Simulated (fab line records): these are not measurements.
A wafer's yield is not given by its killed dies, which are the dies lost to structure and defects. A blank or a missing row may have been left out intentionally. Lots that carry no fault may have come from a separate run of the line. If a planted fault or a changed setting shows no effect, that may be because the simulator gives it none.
fab line records	flow n5_finfet	part 2 of 2: steps 4 to 6 of 6
[record] lots = 23	wafers = 69	last_day = 17
route steps=1938 shown BEOL_M9@1437 BEOL_M10@1473
lots that met no fault: taken from a fault-free run of the same line
start_h: hours from the record's opening day to when the first of the lot's shown wafers began	wait_h: how many hours have passed since the lot's step before this one	" unchanged from the row above	L1.1+2: one row covering several wafers at once	- no value, or no start given	* or withheld: withheld	< > ~ a bound
route shown NAME@n: a module of which the file shows steps, and the number in the route of the first	usual: average and standard deviation across the fault-free wafers	same: alike in all rows	chamber/n: place in a boat	sites: each site's reading	_std_site: their standard deviation	_edge_site: mean of outer sites minus mean of inner sites	radius_mm: how far each site lies from the wafer's centre	mask NAME#n: copy n	behind: the tool/chamber that last shaped the wafer	hold: the reason the lot was held/the length of the hold in hours/how it ended	device: names the non-switching transistor (n, p or np)	end of line: tests of these same wafers at the route's end	step lacking rows: just its recipe	killed: the dies lost at the first sort to structure and to defects; this is not the yield of the wafer	map: a wafer's dies, marking killed ones x, the rest . and places with no die _
set.NAME: the run value of the setting; set.NAME@STEP: its run value at that earlier step	model.NAME: the simulator's own value behind a step, which no gauge read
steps of the route over a sample of lots; a table a step, a row a wafer
services: from which hour (start_h, from the record's first day; less than 0 if before it) a tool's chamber was out of use, for how many hours, and why
[[steps]]
[step N5_BEOL_M10_ETCH_61]
[recipe] chemistry = CF4	target = SiARC	target_depth_a = 390	mask_material = CAR-ArF	time_s = 65	ion_energy_ev = 80	pressure_mtorr = 40	source_w = 545	bias_w = 36	Ar_flow_sccm = 100	cf4_flow_sccm = 100	ends = cleared
[usual] drypump_motor_current_A = 5.58/0.29	etch_rf_on_time_s = 65.6/1.9	oes_product_au = 0.69/0.072	rf_vpp_V = 183.8/1.1	showerhead_plenum_p_Torr = 2.12/0.064	throttle_valve_pct = 15.57/0.23
lot.wafer	tool	chamber	start_h	wait_h	drypump_motor_current_A	etch_rf_on_time_s	oes_product_au	rf_hours_counter_h	rf_vpp_V	showerhead_plenum_p_Torr	throttle_valve_pct
L074.3	rie_diel-03	3	204.54	0.0	5.94	68.8	0.60	175	184.7	2.11	15.51
L074.4	"	2	"	"	5.70	67.2	0.75	56	185.4	2.18	15.48
L074.5	"	0	"	"	5.08	64.3	0.58	-	184.8	2.20	15.63
L075.1	rie_diel-06	0	217.43	0.0	6.07	68.4	0.72	47	183.0	2.08	15.34
L075.2	"	3	"	"	5.93	65.6	0.59	227	181.8	2.03	15.90
L075.3	"	2	"	"	5.53	62.8	0.73	86	183.1	2.17	15.55
L076.2	rie_diel-06	2	224.96	0.0	5.51	63.2	0.73	88	184.4	2.17	15.56
L076.3	"	1	"	"	5.40	64.2	0.75	48	183.3	2.17	15.47
L076.6	"	3	"	"	5.92	66.1	0.59	-	182.2	2.03	15.90
L077.1	rie_diel-06	1	225.21	0.0	5.40	65.0	0.75	48	185.0	2.17	15.47
L077.3	"	3	"	"	5.92	66.5	0.58	230	182.3	2.03	15.91
L077.6	"	2	"	"	5.52	64.0	0.72	-	185.7	2.17	15.54
L078.1	rie_diel-06	0	231.89	0.0	6.02	68.1	0.71	52	183.7	2.08	15.36
L078.5	"	2	"	"	5.56	63.2	0.71	-	183.2	2.17	15.56
L078.6	"	3	"	"	5.94	65.9	0.59	-	183.0	2.03	15.92
L079.3	rie_diel-03	1	232.98	0.0	5.24	65.4	0.67	-	183.5	2.05	15.55
L079.4	"	3	"	"	5.92	67.3	0.61	-	184.4	2.11	15.54
L079.5	"	1	"	"	5.24	65.0	0.67	-	184.7	2.05	15.52
L080.2	rie_diel-03	2	242.24	0.0	5.72	69.4	0.72	69	183.6	2.18	15.48
L080.4	"	2	"	"	5.71	69.5	0.71	-	185.0	2.18	15.50
L080.6	"	0	"	"	5.10	64.8	0.82	-	184.2	2.20	15.14
L081.2	rie_diel-03	3	258.72	0.0	5.89	67.5	0.59	196	183.9	2.11	15.56
L081.3	"	1	"	"	5.23	65.3	0.66	147	182.7	2.05	15.55
L081.4	"	0	"	"	5.10	62.2	0.82	8	185.0	2.19	15.15
L082.2	rie_diel-06	0	266.23	0.0	6.01	68.0	0.70	65	183.2	2.07	15.37
L082.3	"	2	"	"	5.55	63.6	0.71	99	183.4	2.17	15.56
L082.6	"	1	"	"	5.41	64.9	0.72	-	184.5	2.17	15.48
L084.1	rie_diel-02	2	274.19	0.0	5.71	64.0	0.59	249	184.7	2.10	15.89
L084.3	"	3	"	"	5.75	63.8	0.74	45	182.2	2.09	15.46
L084.6	"	0	"	"	5.70	68.2	0.58	-	183.0	2.03	15.92
L085.2	rie_diel-03	1	274.22	0.0	5.20	65.8	0.65	152	183.4	2.05	15.56
L085.3	"	3	"	"	5.89	67.2	0.60	203	183.1	2.10	15.58
L085.6	"	2	"	"	5.71	67.4	0.71	-	185.1	2.17	15.51
L083.1	rie_diel-06	2	277.34	0.0	5.55	62.6	0.71	103	184.7	2.16	15.57
L083.4	"	1	"	"	5.41	63.6	0.73	67	183.9	2.17	15.51
L083.5	"	0	"	"	6.03	67.3	0.70	-	184.1	2.07	15.38
L086.1	rie_diel-03	0	295.00	0.0	5.08	63.2	0.77	22	184.3	2.19	15.18
L086.3	"	3	"	"	5.87	67.7	0.59	210	184.7	2.10	15.59
L086.4	"	2	"	"	5.71	67.3	0.71	87	185.3	2.17	15.51
L087.1	rie_diel-02	0	295.25	0.0	5.69	68.5	0.57	255	181.1	2.02	15.96
L087.2	"	3	"	"	5.72	64.1	0.73	55	183.5	2.09	15.50
L087.3	"	3	"	"	5.76	63.8	0.73	-	183.5	2.09	15.48
L088.1	rie_diel-02	2	298.93	0.0	5.69	64.0	0.83	0	183.5	2.10	15.39
L088.4	"	0	"	"	5.69	69.1	0.57	-	181.9	2.02	15.96
L088.5	"	2	"	"	5.70	63.4	0.83	-	182.4	2.10	15.40
L089.2	rie_diel-03	0	307.46	0.0	5.13	63.8	0.76	26	184.2	2.19	15.20
L089.5	"	2	"	"	5.69	68.2	0.70	-	184.2	2.17	15.54
L089.6	"	1	"	"	5.21	67.3	0.64	-	182.5	2.05	15.57
L090.2	rie_diel-02	3	316.15	0.0	5.70	64.6	0.72	64	184.0	2.08	15.51
L090.3	"	2	"	"	5.73	63.1	0.79	9	184.8	2.10	15.40
L090.5	"	1	"	"	5.24	65.6	0.61	-	182.9	2.06	16.13
L091.1	rie_diel-02	3	319.17	0.0	5.73	65.4	0.71	66	183.0	2.08	15.52
L091.3	"	1	"	"	5.23	65.7	0.61	181	184.2	2.06	16.14
L091.5	"	2	"	"	5.68	63.5	0.78	-	183.2	2.10	15.40
L092.2	rie_diel-02	2	323.10	0.0	5.67	63.4	0.78	12	183.7	2.10	15.42
L092.4	"	1	"	"	5.22	66.1	0.60	182	182.2	2.06	16.15
L092.5	"	2	"	"	5.70	63.2	0.79	-	183.7	2.10	15.41
L094.2	rie_diel-03	2	331.01	0.0	5.70	68.0	0.69	97	184.8	2.17	15.54
L094.4	"	0	"	"	5.07	63.9	0.75	33	186.1	2.19	15.21
L094.6	"	3	"	"	5.85	69.0	0.59	-	184.3	2.10	15.62
L093.3	rie_diel-03	1	334.30	0.0	5.21	66.9	0.64	172	183.0	2.04	15.61
L093.5	"	1	"	"	5.20	66.6	0.63	-	182.1	2.04	15.60
L093.6	"	2	"	"	5.70	67.6	0.69	-	184.4	2.17	15.55
L097.2	rie_diel-06	1	349.60	0.0	5.41	64.1	0.71	98	184.8	2.16	15.56
L097.5	"	1	"	"	5.41	64.0	0.69	-	182.6	2.15	15.58
L097.6	"	2	"	"	5.52	63.5	0.68	-	184.1	2.15	15.64
L096.1	rie_diel-06	0	349.85	0.0	5.99	68.1	0.67	98	184.1	2.06	15.45
L096.5	"	3	"	"	5.93	64.9	0.78	-	184.9	2.27	15.47
L096.6	"	2	"	"	5.52	62.6	0.69	-	183.7	2.15	15.64
[step N5_BEOL_M10_CD_MEAS_28]
[recipe] target_cd_nm = 70	landing_energy_ev = 500	detector = se_inlens	polarity = opening
[usual] cd_nm = 70.4/0.95
lot.wafer	tool	chamber	start_h	wait_h	cd_nm
L074.3	cd_sem-01	0	205.44	-	69.8
L074.4	"	0	"	"	70.0
L074.5	"	0	"	"	71.6
L075.1	cd_sem-03	0	220.28	-	71.1
L075.2	"	0	"	"	70.7
L075.3	"	0	"	"	70.7
L076.2	cd_sem-02	0	227.11	-	70.4
L076.3	"	0	"	"	68.6
L076.6	"	0	"	"	70.1
L077.1	cd_sem-03	0	227.28	-	68.8
L077.3	"	0	"	"	70.5
L077.6	"	0	"	"	69.4
L078.1	cd_sem-03	0	236.13	-	69.6
L078.5	"	0	"	"	69.0
L078.6	"	0	"	"	70.7
L079.3	cd_sem-03	0	236.30	-	70.5
L079.4	"	0	"	"	69.2
L079.5	"	0	"	"	69.3
L080.2	cd_sem-01	0	244.48	-	70.6
L080.4	"	0	"	"	69.1
L080.6	"	0	"	"	70.0
L081.2	cd_sem-02	0	261.53	-	69.9
L081.3	"	0	"	"	69.2
L081.4	"	0	"	"	69.1
L082.2	cd_sem-03	0	268.61	-	70.4
L082.3	"	0	"	"	69.5
L082.6	"	0	"	"	72.2
L084.1	cd_sem-01	0	274.89	-	71.9
L084.3	"	0	"	"	69.4
L084.6	"	0	"	"	69.6
L085.2	cd_sem-02	0	275.06	-	70.1
L085.3	"	0	"	"	68.3
L085.6	"	0	"	"	70.6
L083.1	cd_sem-03	0	278.83	-	70.0
L083.4	"	0	"	"	71.1
L083.5	"	0	"	"	71.7
L086.1	cd_sem-01	0	297.63	-	68.8
L086.3	"	0	"	"	70.0
L086.4	"	0	"	"	70.3
L087.1	cd_sem-03	0	297.88	-	69.8
L087.2	"	0	"	"	70.4
L087.3	"	0	"	"	70.0
L088.1	cd_sem-02	0	301.80	-	70.3
L088.4	"	0	"	"	72.9
L088.5	"	0	"	"	71.0
L089.2	cd_sem-02	0	308.43	-	70.3
L089.5	"	0	"	"	69.2
L089.6	"	0	"	"	70.5
L090.2	cd_sem-03	0	316.94	-	70.4
L090.3	"	0	"	"	71.4
L090.5	"	0	"	"	72.3
L091.1	cd_sem-01	0	322.49	-	70.4
L091.3	"	0	"	"	70.0
L091.5	"	0	"	"	71.0
L092.2	cd_sem-01	0	324.05	-	71.5
L092.4	"	0	"	"	70.4
L092.5	"	0	"	"	70.6
L094.2	cd_sem-02	0	332.58	-	71.6
L094.4	"	0	"	"	72.9
L094.6	"	0	"	"	70.3
L093.3	cd_sem-03	0	335.45	-	70.0
L093.5	"	0	"	"	70.0
L093.6	"	0	"	"	70.0
L097.2	cd_sem-03	0	351.18	-	70.1
L097.5	"	0	"	"	70.2
L097.6	"	0	"	"	70.7
L096.1	cd_sem-01	0	351.27	-	70.7
L096.5	"	0	"	"	70.0
L096.6	"	0	"	"	70.7
[step N5_BEOL_M10_RS_MEAS_57]
[recipe] thk_meas_gauge = four-point-probe	reads = Cu_of_BEOL_M10_ECD_50+Co_of_BEOL_M10_CVD_75+TaN_of_BEOL_M10_ALD_74
[usual] M10_RS = 0.153/0.0049
lot.wafer	tool	chamber	start_h	wait_h	M10_RS[ohm/sq]
L074.3	film_metro-01	-	208.80	0.1	0.154
L074.4	"	-	"	"	0.159
L074.5	"	-	"	"	0.154
L075.1	film_metro-01	-	223.13	0.1	0.163
L075.2	"	-	"	"	0.156
L075.3	"	-	"	"	0.158
L076.2	film_metro-01	-	230.11	0.1	0.160
L076.3	"	-	"	"	0.147
L076.6	"	-	"	"	0.145
L077.1	film_metro-01	-	230.89	0.1	0.160
L077.3	"	-	"	"	0.154
L077.6	"	-	"	"	0.156
L078.1	film_metro-01	-	239.64	0.1	0.152
L078.5	"	-	"	"	0.151
L078.6	"	-	"	"	0.149
L079.3	film_metro-01	-	241.51	0.1	0.160
L079.4	"	-	"	"	0.158
L079.5	"	-	"	"	0.164
L080.2	film_metro-01	-	248.10	0.1	0.159
L080.4	"	-	"	"	0.149
L080.6	"	-	"	"	0.160
L081.2	film_metro-02	-	264.84	0.1	0.159
L081.3	"	-	"	"	0.148
L081.4	"	-	"	"	0.157
L082.2	film_metro-01	-	271.97	0.1	0.151
L082.3	"	-	"	"	0.152
L082.6	"	-	"	"	0.152
L084.1	film_metro-02	-	279.61	0.1	0.153
L084.3	"	-	"	"	0.142
L084.6	"	-	"	"	0.150
L085.2	film_metro-02	-	280.06	0.1	0.152
L085.3	"	-	"	"	0.145
L085.6	"	-	"	"	0.149
L083.1	film_metro-01	-	283.60	0.1	0.160
L083.4	"	-	"	"	0.160
L083.5	"	-	"	"	0.157
L086.1	film_metro-01	-	301.13	0.1	0.157
L086.3	"	-	"	"	0.157
L086.4	"	-	"	"	0.150
L087.1	film_metro-02	-	301.40	0.1	0.165
L087.2	"	-	"	"	0.153
L087.3	"	-	"	"	0.146
L088.1	film_metro-01	-	305.26	0.1	0.148
L088.4	"	-	"	"	0.149
L088.5	"	-	"	"	0.151
L089.2	film_metro-01	-	312.85	0.1	0.151
L089.5	"	-	"	"	0.151
L089.6	"	-	"	"	0.150
L090.2	film_metro-01	-	320.08	0.1	0.147
L090.3	"	-	"	"	0.145
L090.5	"	-	"	"	0.148
L091.1	film_metro-01	-	326.58	0.1	0.147
L091.3	"	-	"	"	0.158
L091.5	"	-	"	"	0.149
L092.2	film_metro-01	-	327.81	0.1	0.155
L092.4	"	-	"	"	0.161
L092.5	"	-	"	"	0.154
L094.2	film_metro-02	-	336.12	0.1	0.149
L094.4	"	-	"	"	0.149
L094.6	"	-	"	"	0.152
L093.3	film_metro-01	-	338.63	0.1	0.157
L093.5	"	-	"	"	0.156
L093.6	"	-	"	"	0.150
L096.1	film_metro-02	-	354.39	0.1	0.158
L096.5	"	-	"	"	0.148
L096.6	"	-	"	"	0.155
L097.2	film_metro-01	-	355.33	0.1	0.146
L097.5	"	-	"	"	0.148
L097.6	"	-	"	"	0.149
[[services]]
tool	chamber	start_h	hours	kind
pecvd-04	-	175.90	0.9	repair
pecvd-01	-	186.49	2.8	pm
rie_diel-02	-	198.01	0.6	repair
rie_diel-05	-	200.69	1.2	repair
rie_diel-02	1	204.08	6.8	repair
rie_diel-04	3	204.29	12.3	repair
rie_diel-01	-	205.20	14.6	pm
rie_diel-02	-	223.96	2.3	repair
rie_diel-03	2	228.06	8.4	repair
rie_diel-05	0	231.27	1.3	repair
rie_diel-06	2	235.93	8.0	repair
rie_diel-01	2	241.99	4.6	repair
rie_diel-02	0	246.25	4.4	repair
rie_diel-06	3	253.06	2.6	repair
pecvd-03	-	262.39	14.6	pm
rie_diel-01	2	279.08	5.3	repair
pecvd-03	0	282.40	9.6	repair
rie_diel-05	0	301.90	5.6	repair
pecvd-04	-	307.90	2.5	repair
rie_diel-03	-	308.90	0.2	repair
pecvd-03	2	311.14	10.7	repair
rie_diel-06	3	322.17	1.7	repair
rie_diel-01	3	339.32	3.9	repair
rie_diel-03	2	339.80	2.8	repair
